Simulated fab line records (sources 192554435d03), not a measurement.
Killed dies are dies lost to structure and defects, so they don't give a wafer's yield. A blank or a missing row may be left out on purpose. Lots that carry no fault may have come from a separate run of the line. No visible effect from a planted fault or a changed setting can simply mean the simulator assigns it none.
fab line records	flow n5_finfet
[record] lots = 5	wafers = 15	last_day = 15
route steps=1938 shown BEOL_M9@1456 BEOL_M10@1470
lots with no fault: from the same line, run without faults
start_h: hours from the record's first day to the start of the lot's first wafer shown	wait_h: time in hours since the lot's previous step	" identical to the entry in the row above	L1.1+2: several wafers, shown together as one row	- no value present, or no start provided	* or withheld: withheld	< > ~ a bound
route shown NAME@n: NAME is a module with steps in the file, n the number in the route of the first one	usual: average and standard deviation across the fault-free wafers	same: alike in all rows	chamber/n: place in a boat	sites: the reading at each site	_std_site: the standard deviation of these	_edge_site: mean of outer sites minus mean of inner sites	radius_mm: how far each site lies from the wafer's centre	mask NAME#n: copy n	behind: tool/chamber where the wafer was last shaped	hold: cause of the lot's hold/its duration in hours/its outcome	device: whichever transistor did not switch (one of n, p or np)	end of line: at the end of the route, the tests of the same wafers	for a step that has no rows: nothing shown but its recipe	killed: at the first sort, the dies lost to defects and structure; wafer yield is something else	map: the dies of a wafer, with x for killed, . for not killed, _ for no die there
set.NAME: setting as actually run; set.NAME@STEP: the setting as run at that earlier step	model.NAME: the simulator's own value behind a step, which no gauge read
lots at selected steps of the route; one table per step, one row per wafer
services: when a tool's chamber went out of use (start_h, in hours from the record's first day, below 0 if earlier), for how many hours, and the reason
[[steps]]
[step N5_BEOL_M9_DEGAS_44]
[recipe] ambient = vacuum	temp_c = 250	time_s = 60
[usual] heater_power_w = 352/51
[same] time_s = 60
lot.wafer	tool	chamber	start_h	wait_h	heater_power_w
L076.2	pvd_sputter-02	-	216.71	0.6	409
L076.3	"	-	"	"	332
L076.5	"	-	"	"	416
L079.3	pvd_sputter-03	-	223.78	0.4	405
L079.4	"	-	"	"	367
L079.6	"	-	"	"	405
L084.1	pvd_sputter-03	-	264.97	1.2	306
L084.3	"	-	"	"	410
L084.4	"	-	"	"	348
L090.1	pvd_sputter-01	-	309.64	0.4	326
L090.5	"	-	"	"	262
L090.6	"	-	"	"	438
L089.1	pvd_sputter-03	-	311.56	0.3	403
L089.4	"	-	"	"	308
L089.6	"	-	"	"	410
[step N5_BEOL_M9_PRE_CLEAN_45]
[recipe] gas = H2/He	time_s = 30	temp_c = 250
[usual] heater_power_w = 353/50
[same] time_s = 30
lot.wafer	tool	chamber	start_h	wait_h	heater_power_w
L076.2	pvd_sputter-02	-	216.75	0.0	408
L076.3	"	-	"	"	333
L076.5	"	-	"	"	421
L079.3	pvd_sputter-03	-	223.82	0.0	409
L079.4	"	-	"	"	358
L079.6	"	-	"	"	402
L084.1	pvd_sputter-03	-	265.01	0.0	312
L084.3	"	-	"	"	402
L084.4	"	-	"	"	359
L090.1	pvd_sputter-01	-	309.68	0.0	332
L090.5	"	-	"	"	266
L090.6	"	-	"	"	438
L089.1	pvd_sputter-03	-	311.60	0.0	401
L089.4	"	-	"	"	309
L089.6	"	-	"	"	408
[step N5_BEOL_M9_ALD_74]
[recipe] material = TaN	target_thk_a = 20	temp_c = 275	ald_precursor_family = PDMAT	ald_co_reactant = NH3	pressure_torr = 3	carrier_flow_sccm = 1500	pulse_time_s = 2	purge_time_s = 3	co_reactant_purge_time_s = 2	co_reactant_pulse_time_s = 3	ald_cycles = 40	precursor_vessel_temp_c = 75	precursor_vessel_pressure_torr = 26.25	precursor_vessel_carrier_sccm = 1000
[usual] heater_power_w = 433/53
lot.wafer	tool	chamber	start_h	wait_h	heater_power_w
L076.2	ald_metal-01	0	216.81	0.0	428
L076.3	"	3	"	"	394
L076.5	"	1	"	"	431
L079.3	ald_metal-04	3	223.88	0.0	529
L079.4	"	1	"	"	428
L079.6	"	1	"	"	443
L084.1	ald_metal-04	0	265.09	0.1	390
L084.3	"	3	"	"	532
L084.4	"	2	"	"	375
L090.1	ald_metal-01	3	309.75	0.1	390
L090.5	"	2	"	"	478
L090.6	"	1	"	"	440
L089.1	ald_metal-01	1	311.66	0.0	423
L089.4	"	2	"	"	473
L089.6	"	0	"	"	437
[step N5_BEOL_M9_SURFACE_TREAT_79]
[recipe] gas = Ar	time_s = *	ion_energy_ev = *	ion_current_ma_cm2 = 0.5	pressure_mtorr = *	ar_flow_sccm = 30
[usual] throttle_valve_pct = *
[same] time_s = *
lot.wafer	tool	chamber	start_h	wait_h	throttle_valve_pct
L076.2	pvd_sputter-03	-	217.17	0.2	*
L076.3	"	-	"	"	*
L076.5	"	-	"	"	*
L079.3	pvd_sputter-03	-	224.18	0.2	*
L079.4	"	-	"	"	*
L079.6	"	-	"	"	*
L084.1	pvd_sputter-03	-	265.59	0.4	*
L084.3	"	-	"	"	*
L084.4	"	-	"	"	*
L090.1	pvd_sputter-03	-	310.59	0.7	*
L090.5	"	-	"	"	*
L090.6	"	-	"	"	*
L089.1	pvd_sputter-03	-	312.08	0.3	*
L089.4	"	-	"	"	*
L089.6	"	-	"	"	*
[step N5_BEOL_M9_CVD_78]
[recipe] material = Co	target_thk_a = 20	temp_c = withheld	precursor = CCTBA/H2	pressure_torr = 30	time_s = 138.9
[same] time_s = 138.9
lot.wafer	tool	chamber	start_h	wait_h
L076.2+3+5	cvd_co-01	1,2,1	217.23	0.0
L079.3+4+6	cvd_co-01	0,1,2	224.32	0.1
L084.1+3+4	cvd_co-01	2,0,2	265.65	0.0
L090.1+5+6	cvd_co-01	1,0,1	310.65	0.0
L089.1+4+6	cvd_co-01	2,1,0	312.16	0.1
[step N5_BEOL_M9_SPUTTER_48]
[recipe] material = Cu	target_thk_a = 120	temp_c = -20	bias_v = 60	power_w = 26000	chamber_pressure_pa = 0.13	time_s = 2
[usual] bias_v = 60.0/0.54	substrate_temp_c = -20.00/0.11	throttle_valve_pct = 30.4/0.85
[same] time_s = 2
lot.wafer	tool	chamber	start_h	wait_h	bias_v	substrate_temp_c	throttle_valve_pct
L076.2	pvd_sputter-02	-	217.39	0.1	60.3	-19.77	31.5
L076.3	"	-	"	"	59.4	-19.89	30.5
L076.5	"	-	"	"	59.8	-20.01	30.4
L079.3	pvd_sputter-03	-	224.62	0.3	60.5	-20.16	31.4
L079.4	"	-	"	"	60.3	-20.13	29.8
L079.6	"	-	"	"	59.7	-20.15	31.4
L084.1	pvd_sputter-03	-	265.79	0.1	59.4	-19.95	29.7
L084.3	"	-	"	"	60.3	-19.86	29.6
L084.4	"	-	"	"	59.5	-20.14	29.5
L090.1	pvd_sputter-03	-	310.79	0.1	60.4	-20.16	29.4
L090.5	"	-	"	"	59.8	-19.95	31.5
L090.6	"	-	"	"	60.8	-20.18	30.0
L089.1	pvd_sputter-03	-	312.27	0.1	59.6	-20.11	29.6
L089.4	"	-	"	"	60.1	-19.99	31.0
L089.6	"	-	"	"	59.6	-20.19	29.9
[step N5_BEOL_M9_ECD_50]
[recipe] material = Cu	target_thk_a = 3180
lot.wafer	tool	chamber	start_h	wait_h
L076.2+3+5	ecd_cu-02	1,0,0	217.51	0.1
L079.3+4+6	ecd_cu-01	0,1,0	224.81	0.2
L084.1+3+4	ecd_cu-01	0,1,0	265.91	0.1
L090.1+5+6	ecd_cu-01	0,1,0	310.91	0.1
L089.1+4+6	ecd_cu-02	1,0,1	312.39	0.1
[step N5_BEOL_M9_ANNEAL_51]
[recipe] temp_c = 225	time_s = 90	ambient = N2
[usual] wafer_temp_C_max = 225.80/0.2
[same] time_s = 90
lot.wafer	tool	chamber	start_h	wait_h	wafer_temp_C_max
L076.2	rtp_anneal-02	0	217.67	0.1	225.77
L076.3	"	0	"	"	225.75
L076.5	"	0	"	"	225.98
L079.3	rtp_anneal-01	0	225.34	0.5	225.57
L079.4	"	0	"	"	225.86
L079.6	"	0	"	"	226.14
L084.1	rtp_anneal-01	0	266.02	0.1	225.75
L084.3	"	0	"	"	225.58
L084.4	"	0	"	"	226.22
L090.1	rtp_anneal-02	0	311.02	0.1	225.64
L090.5	"	0	"	"	225.64
L090.6	"	0	"	"	225.82
L089.1	rtp_anneal-01	0	312.50	0.1	225.67
L089.4	"	0	"	"	226.09
L089.6	"	0	"	"	225.71
[step N5_BEOL_M9_CMP_52]
[recipe] stop_on = SiCOH_lowk	t_overpolish_s = 7	down_force_psi = 1	platen_rpm = 50	clearing_platen_down_force_psi = 1.5	clearing_platen_rpm = 50	post_cmp_clean = cu_alkaline	target_thk_nm = 140	clearing_platen_pad_velocity_m_s = 0.99484	pad_velocity_m_s = 0.99484
[usual] barrier_field_endpoint_s = 28.9/0.6	motor_current_A = 6.2/0.67	overpolish_run_s = 6.999/0.0081	slurry_filter_dp_kPa = 13.49/0.14	time_to_endpoint_s = 66.1/2.6
lot.wafer	tool	chamber	start_h	wait_h	barrier_field_endpoint_s	motor_current_A	overpolish_run_s	slurry_filter_dp_kPa	time_to_endpoint_s
L076.3	cmp-01	2	217.99	0.2	28.8	7.2	7.000	13.67	68.6
L076.2	"	3	"	"	28.7	7.5	6.992	13.70	68.4
L076.5	"	1	"	"	28.8	5.3	7.005	13.36	66.7
L079.3	cmp-04	1	225.54	0.2	28.5	6.4	6.989	13.52	64.7
L079.4	"	2	"	"	29.4	5.9	6.991	13.37	63.9
L079.6	"	1	"	"	29.6	6.4	7.010	13.56	66.0
L084.1	cmp-02	1	266.32	0.3	28.1	6.1	7.012	13.43	64.3
L084.3	"	2	"	"	28.9	5.6	6.984	13.48	66.9
L084.4	"	0	"	"	29.7	5.9	7.006	13.71	67.6
L090.1	cmp-02	1	311.31	0.3	28.5	6.1	7.004	13.88	64.1
L090.6	"	1	"	"	28.5	6.2	7.006	13.27	63.6
L090.5	"	2	"	"	28.1	5.8	6.995	13.37	63.8
L089.4	cmp-04	2	312.81	0.1	28.7	5.7	6.997	13.53	66.6
L089.1	"	0	"	"	29.1	5.1	6.998	13.79	70.7
L089.6	"	3	"	"	28.6	7.3	7.001	13.37	71.4
[step N5_BEOL_M9_THK_MEAS_53]
[recipe] thk_meas_gauge = xrf	reads = Cu_of_BEOL_M9_ECD_50
[usual] M9_THK = 141.1/2.9
lot.wafer	tool	chamber	start_h	wait_h	M9_THK[nm]
L076.2	film_metro-01	-	218.21	-	139.3
L076.3	"	-	"	"	145.8
L076.5	"	-	"	"	146.4
L079.3	film_metro-02	-	225.84	-	142.6
L079.4	"	-	"	"	141.2
L079.6	"	-	"	"	141.7
L084.1	film_metro-02	-	266.61	-	139.0
L084.3	"	-	"	"	140.2
L084.4	"	-	"	"	140.7
L090.1	film_metro-01	-	311.61	-	141.3
L090.5	"	-	"	"	138.8
L090.6	"	-	"	"	143.9
L089.1	film_metro-01	-	313.11	-	141.8
L089.4	"	-	"	"	138.3
L089.6	"	-	"	"	143.2
[step N5_BEOL_M9_PRE_CLEAN_55]
[recipe] gas = NH3	time_s = 15	temp_c = withheld	rf_power_w = 300
[same] time_s = 15
lot.wafer	tool	chamber	start_h	wait_h
L076.2+3+5	pecvd-04	1,0,1	218.25	0.0
L079.3+4+6	pecvd-03	2,0,1	225.87	0.0
L084.1+3+4	pecvd-02	1,0,2	266.65	0.0
L090.1+5+6	pecvd-04	0,1,2	311.64	0.0
L089.1+4+6	pecvd-03	2,2,1	313.15	0.0
[step N5_BEOL_M9_DEP_56]
[recipe] material = SiCN	target_thk_a = 150	temp_c = withheld	precursor = 3MS/NH3	pressure_torr = 3	rf_w = 202	time_s = 26.5
[usual] showerhead_plenum_p_Torr = 3.665/0.011	throttle_valve_pct = 9.0/0.38
[same] time_s = 26.5
lot.wafer	tool	chamber	start_h	wait_h	showerhead_plenum_p_Torr	throttle_valve_pct
L076.2	pecvd-04	1	218.29	0.0	3.662	9.2
L076.3	"	0	"	"	3.646	9.2
L076.5	"	1	"	"	3.650	9.1
L079.3	pecvd-03	2	225.90	0.0	3.669	9.1
L079.4	"	0	"	"	3.650	9.3
L079.6	"	1	"	"	3.676	8.9
L084.1	pecvd-02	1	266.67	0.0	3.692	9.0
L084.3	"	0	"	"	3.658	9.6
L084.4	"	2	"	"	3.662	8.0
L090.1	pecvd-04	0	311.67	0.0	3.655	9.3
L090.5	"	1	"	"	3.653	9.5
L090.6	"	2	"	"	3.668	8.0
L089.1	pecvd-03	2	313.17	0.0	3.678	9.1
L089.4	"	2	"	"	3.671	9.2
L089.6	"	1	"	"	3.674	9.2
[step N5_BEOL_M9_RS_MEAS_57]
[recipe] thk_meas_gauge = four-point-probe	reads = Cu_of_BEOL_M9_ECD_50+Co_of_BEOL_M9_CVD_78+TaN_of_BEOL_M9_ALD_74
[usual] M9_RS = 0.152/0.0033
lot.wafer	tool	chamber	start_h	wait_h	M9_RS[ohm/sq]
L076.2	film_metro-02	-	218.38	0.1	0.155
L076.3	"	-	"	"	0.148
L076.5	"	-	"	"	0.148
L079.3	film_metro-01	-	225.97	0.1	0.148
L079.4	"	-	"	"	0.149
L079.6	"	-	"	"	0.148
L084.1	film_metro-02	-	266.74	0.1	0.153
L084.3	"	-	"	"	0.152
L084.4	"	-	"	"	0.151
L090.1	film_metro-01	-	311.76	0.1	0.153
L090.5	"	-	"	"	0.157
L090.6	"	-	"	"	0.150
L089.1	film_metro-01	-	313.26	0.1	0.150
L089.4	"	-	"	"	0.155
L089.6	"	-	"	"	0.148
[step N5_BEOL_M9_INSPECT_58]
[recipe] inspect_instrument = darkfield	mode = post_dep
[usual] raw_defect_count = 79/28
lot.wafer	tool	chamber	start_h	wait_h	raw_defect_count
L076.2	defect_inspect-01	-	218.41	0.0	86
L076.3	"	-	"	"	106
L076.5	"	-	"	"	65
L079.3	defect_inspect-02	-	226.00	0.0	86
L079.4	"	-	"	"	79
L079.6	"	-	"	"	73
L084.1	defect_inspect-01	-	266.77	0.0	71
L084.3	"	-	"	"	74
L084.4	"	-	"	"	65
L090.1	defect_inspect-02	-	311.78	0.0	118
L090.5	"	-	"	"	93
L090.6	"	-	"	"	167
L089.1	defect_inspect-01	-	313.28	0.0	100
L089.4	"	-	"	"	80
L089.6	"	-	"	"	75
[step N5_BEOL_M10_ILD_DEP_00]
[recipe] material = SiCOH_lowk	target_thk_a = 3085.1	temp_c = 300	precursor = DEMS/porogen	pressure_torr = 5	rf_w = 500	time_s = 58
[usual] heater_power_w = 298/46	showerhead_plenum_p_Torr = 5.743/0.014	throttle_valve_pct = 14.1/0.95
[same] time_s = 58
lot.wafer	tool	chamber	start_h	wait_h	heater_power_w	showerhead_plenum_p_Torr	throttle_valve_pct
L076.2	pecvd-02	0	218.44	0.0	371	5.740	14.4
L076.3	"	1	"	"	243	5.755	13.6
L076.5	"	2	"	"	227	5.722	12.7
L079.3	pecvd-02	2	226.04	0.0	232	5.734	12.8
L079.4	"	0	"	"	347	5.731	14.4
L079.6	"	2	"	"	239	5.719	12.6
L084.1	pecvd-03	2	266.81	0.0	275	5.741	13.5
L084.3	"	0	"	"	237	5.725	14.4
L084.4	"	1	"	"	335	5.749	14.0
L090.1	pecvd-03	0	311.82	0.0	234	5.717	14.0
L090.5	"	1	"	"	319	5.762	13.7
L090.6	"	2	"	"	256	5.753	13.9
L089.1	pecvd-01	2	313.32	0.0	348	5.752	14.0
L089.4	"	1	"	"	297	5.757	16.4
L089.6	"	1	"	"	307	5.729	16.2
[step N5_BEOL_M10_CURE_71]
[recipe] temp_c = 385	time_s = 240	ambient = He/Ar	material = SiCOH_lowk
[usual] lamp_power_pct = 52.32/0.057	wafer_temp_C_max = 386.7/0.65
[same] time_s = 240
lot.wafer	tool	chamber	start_h	wait_h	lamp_power_pct	wafer_temp_C_max
L076.2	uv_cure-01	0	218.60	0.1	52.25	386.4
L076.3	"	0	"	"	52.46	386.9
L076.5	"	0	"	"	52.26	386.0
L079.3	uv_cure-01	1	226.27	0.2	52.29	386.9
L079.4	"	1	"	"	52.41	387.9
L079.6	"	1	"	"	52.31	386.8
L084.1	uv_cure-01	2	266.89	0.0	52.28	386.7
L084.3	"	2	"	"	52.36	387.2
L084.4	"	2	"	"	52.35	386.5
L090.1	uv_cure-01	2	311.90	0.0	52.35	387.0
L090.5	"	2	"	"	52.31	386.6
L090.6	"	2	"	"	52.34	387.0
L089.1	uv_cure-03	2	313.43	0.1	52.24	386.5
L089.4	"	2	"	"	52.34	386.4
L089.6	"	2	"	"	52.32	386.1
[step N5_BEOL_M10_THK_MEAS_01]
[recipe] reads = SiCOH_lowk_of_BEOL_M10_ILD_DEP_00
[usual] M10_ILD_THK = 265/3.8
lot.wafer	tool	chamber	start_h	wait_h	M10_ILD_THK[nm]
L076.2	film_metro-01	-	219.04	0.4	263
L076.3	"	-	"	"	262
L076.5	"	-	"	"	269
L079.3	film_metro-01	-	226.63	0.3	263
L079.4	"	-	"	"	265
L079.6	"	-	"	"	266
L084.1	film_metro-01	-	267.40	0.4	264
L084.3	"	-	"	"	272
L084.4	"	-	"	"	267
L090.1	film_metro-01	-	312.41	0.4	265
L090.5	"	-	"	"	265
L090.6	"	-	"	"	269
L089.1	film_metro-01	-	313.94	0.4	260
L089.4	"	-	"	"	269
L089.6	"	-	"	"	271
[step N5_BEOL_M10_PECVD_70]
[recipe] material = SiO2	target_thk_a = 200	temp_c = 400	precursor = TEOS/O2	pressure_torr = 5.5	rf_w = 450	teos_flow_sccm = 53.8	gas = O2	flow_sccm = 3000	time_s = 22.7
[usual] heater_power_w = 708/76	showerhead_plenum_p_Torr = 8.81/0.051	throttle_valve_pct = 23.0/1.6
[same] time_s = 22.7
lot.wafer	tool	chamber	start_h	wait_h	heater_power_w	showerhead_plenum_p_Torr	throttle_valve_pct
L076.2	pecvd-03	0	219.07	0.0	653	8.75	22.9
L076.3	"	1	"	"	741	8.86	22.3
L076.5	"	2	"	"	681	8.81	21.9
L079.3	pecvd-01	2	226.66	0.0	647	8.83	22.3
L079.4	"	1	"	"	880	8.85	26.2
L079.6	"	0	"	"	628	8.73	24.0
L084.1	pecvd-01	2	267.44	0.0	753	8.81	22.2
L084.3	"	0	"	"	632	8.75	24.0
L084.4	"	2	"	"	747	8.80	22.3
L090.1	pecvd-01	1	312.45	0.0	846	8.82	26.5
L090.5	"	1	"	"	825	8.82	26.3
L090.6	"	2	"	"	775	8.82	22.2
L089.1	pecvd-01	2	313.98	0.0	739	8.83	22.4
L089.4	"	2	"	"	744	8.84	22.4
L089.6	"	1	"	"	839	8.82	26.4
[step N5_BEOL_M10_HM_DEP_02]
[recipe] material = TiN	target_thk_a = 200	temp_c = 25	chamber_pressure_pa = 0.49996
[usual] substrate_temp_c = 25.00/0.12	throttle_valve_pct = 30.3/0.86
lot.wafer	tool	chamber	start_h	wait_h	substrate_temp_c	throttle_valve_pct
L076.2	pvd_sputter-02	-	219.61	0.5	25.01	30.4
L076.3	"	-	"	"	24.92	29.7
L076.5	"	-	"	"	24.96	30.8
L079.3	pvd_sputter-03	-	226.72	0.0	25.07	29.5
L079.4	"	-	"	"	24.97	31.4
L079.6	"	-	"	"	24.80	29.4
L084.1	pvd_sputter-01	-	269.22	1.8	25.06	30.2
L084.3	"	-	"	"	25.01	32.3
L084.4	"	-	"	"	25.03	31.1
L090.1	pvd_sputter-03	-	312.95	0.5	25.01	29.5
L090.5	"	-	"	"	25.15	29.6
L090.6	"	-	"	"	24.81	29.6
L089.1	pvd_sputter-02	-	314.05	0.1	25.19	30.2
L089.4	"	-	"	"	24.76	30.7
L089.6	"	-	"	"	25.13	29.8
[step N5_BEOL_M10_COAT_59]
[recipe] resist = SOC	temp_c = 250	time_s = 60	spin_rpm = 1500	resist_thk_nm = 100
[same] time_s = 60
lot.wafer	tool	chamber	start_h	wait_h
L076.2+3+5	litho_track-04	0	219.74	0.1
L079.3+4+6	litho_track-04	0	226.85	0.1
L084.1+3+4	litho_track-02	0	269.34	0.1
L090.1+5+6	litho_track-02	0	313.08	0.1
L089.1+4+6	litho_track-02	0	314.18	0.1
[step N5_BEOL_M10_COAT_60]
[recipe] resist = SiARC	temp_c = 220	time_s = 60	spin_rpm = 1500	resist_thk_nm = 30
[same] time_s = 60
lot.wafer	tool	chamber	start_h	wait_h
L076.2+3+5	litho_track-04	0	-	-
L079.3+4+6	litho_track-04	0	-	-
L084.1+3+4	litho_track-02	0	-	-
L090.1+5+6	litho_track-02	0	-	-
L089.1+4+6	litho_track-02	0	-	-
[step N5_BEOL_M10_COAT_05]
[recipe] resist = CAR-ArF	spin_rpm = 1500	resist_thk_nm = 90
lot.wafer	tool	chamber	start_h	wait_h
L076.2+3+5	litho_track-04	0	-	-
L079.3+4+6	litho_track-04	0	-	-
L084.1+3+4	litho_track-02	0	-	-
L090.1+5+6	litho_track-02	0	-	-
L089.1+4+6	litho_track-02	0	-	-
[step N5_BEOL_M10_EBR_07]
[recipe] solvent = PGMEA	ebr_width_mm = 1.5
lot.wafer	tool	chamber	start_h	wait_h
L076.2+3+5	litho_track-04	0	-	-
L079.3+4+6	litho_track-04	0	-	-
L084.1+3+4	litho_track-02	0	-	-
L090.1+5+6	litho_track-02	0	-	-
L089.1+4+6	litho_track-02	0	-	-
[[services]]
tool	chamber	start_h	hours	kind
cmp-01	-	193.40	0.3	repair
ald_metal-04	-	197.73	8.7	pm
uv_cure-01	-	201.85	7.1	repair
ald_metal-01	-	217.42	8.7	pm
cmp-01	-	221.20	4.0	pm
ald_metal-01	3	227.22	2.6	repair
pecvd-03	2	237.15	4.5	repair
cmp-04	-	239.30	0.7	repair
cvd_co-01	1	239.62	15.0	repair
ecd_cu-01	-	242.96	2.5	repair
cmp-04	-	262.37	5.8	repair
pecvd-01	0	271.13	58.4	repair
pvd_sputter-03	-	278.15	5.5	repair
cmp-04	-	279.00	5.4	pm
ald_metal-01	3	280.37	2.7	repair
pecvd-01	2	280.52	5.9	repair
ald_metal-01	-	281.92	2.0	repair
rtp_anneal-01	-	287.31	2.7	pm
cmp-04	-	287.56	4.0	pm
cvd_co-01	-	291.13	6.9	pm
pvd_sputter-02	-	294.67	5.9	repair
ecd_cu-01	-	302.10	0.3	repair
rtp_anneal-02	-	306.38	4.2	pm
pvd_sputter-01	-	310.24	2.1	repair
[[key]]
fault none
